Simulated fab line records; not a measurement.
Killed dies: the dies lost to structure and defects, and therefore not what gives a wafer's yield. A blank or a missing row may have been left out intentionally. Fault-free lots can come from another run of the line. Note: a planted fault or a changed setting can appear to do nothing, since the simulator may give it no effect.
Struck lot and sound lot, side by side -- flow nand-harc -- 15 out of 1159 route steps
Sound: wafers L882.1, L882.2, L882.5. Wafers L875.2, L875.4, L875.5 were the ones struck. The cause is named last.
Order at every step that has rows: each side's tool, ch and its chambers, its first start. Under that, the readings that differ: sound wafers -- struck wafers -- difference of the means -- sigmas: that difference in standard deviations of wafers without a fault.
alike: readings whose means differ by less than 2 such deviations, and words and numbers that are the same on both sides. not compared: withheld readings, readings that some wafer has no value for, bounds like >300 that may hide the same value, and numbers for which the record gives no deviation and whose values overlap.
The two part at a step that has a row with sigmas, a row that says differs or no value, or rows on one side only. Numbers that have no deviation but don't overlap get no sigmas and don't part them. Lack of a reading on every wafer of one side parts them only where that side has two or more wafers.

first, 1 step without rows for these wafers: NHARC_A_ONON_D1_DEP_00 (target thk 1000 nm).
NHARC_A_ONON_D1_THK_MEAS_02: measures by ellipsometry.
  sound: film-metro-01 at day 11 07:29; struck: film-metro-01 at day 9 11:52
  alike: thk-nm
then NHARC_A_ONON_D1_DEP_03 (target thk 1000 nm), 1 step lacking rows for these wafers.
NHARC_A_ONON_D1_THK_MEAS_05: measures by ellipsometry.
  sound: film-metro-02 at day 11 08:03; struck: film-metro-02 at day 9 12:25
  alike: thk-nm
then NHARC_A_ONON_D1_DEP_06 (target thk 1000 nm), 1 step lacking rows for these wafers.
NHARC_A_ONON_D1_THK_MEAS_08: measures by ellipsometry.
  sound: film-metro-01 at day 11 08:37; struck: film-metro-02 at day 9 12:59
  alike: thk-nm
then NHARC_A_ONON_D1_DEP_09 (target thk 1000 nm), 1 step lacking rows for these wafers.
NHARC_A_ONON_D1_THK_MEAS_11: measures by ellipsometry.
  sound: film-metro-01 at day 11 09:11; struck: film-metro-01 at day 9 13:34
  alike: thk-nm
then NHARC_A_ONON_D1_DEP_12 (target thk 1000 nm), 1 step lacking rows for these wafers.
NHARC_A_ONON_D1_THK_MEAS_14: measures by ellipsometry.
  sound: film-metro-01 at day 11 09:46; struck: film-metro-02 at day 9 14:07
  alike: thk-nm
then, 1 step without rows for these wafers: NHARC_A_ONON_D1_ANNEAL_15 (time 3600 s).
NHARC_A_ONON_D1_DEP_16: target thk 1000 nm.
  sound on pecvd-onon-02 ch 0, day 11 17:19; struck on pecvd-onon-04 ch 0, day 9 21:21
  alike: n2-flow-sccm
NHARC_A_ONON_D1_THK_MEAS_18: measures by ellipsometry.
  sound: film-metro-02 at day 11 17:49; struck: film-metro-01 at day 9 21:48
reading,sound,struck,difference,sigmas
thk-nm (nm),1012 1012 1013,1916 1916 1915,+903,+93
then NHARC_A_ONON_D1_DEP_19 (target thk 1000 nm), 1 step lacking rows for these wafers.
-- jump in the record: it breaks off in module A_ONON_D1 and resumes in module END (first step shown: number 1159 of the route), and 11 days separate the struck wafers' starts before and after --
NHARC_END_SORT_01:
  at this point the record logs the struck wafers (prober-01 ch 0, day 21 03:08) and has no rows for the sound ones

## WHERE THEY PART
At NHARC_A_ONON_D1_THK_MEAS_18 first; at NHARC_END_SORT_01 last (within this record only).

WHY: what the simulator had put in
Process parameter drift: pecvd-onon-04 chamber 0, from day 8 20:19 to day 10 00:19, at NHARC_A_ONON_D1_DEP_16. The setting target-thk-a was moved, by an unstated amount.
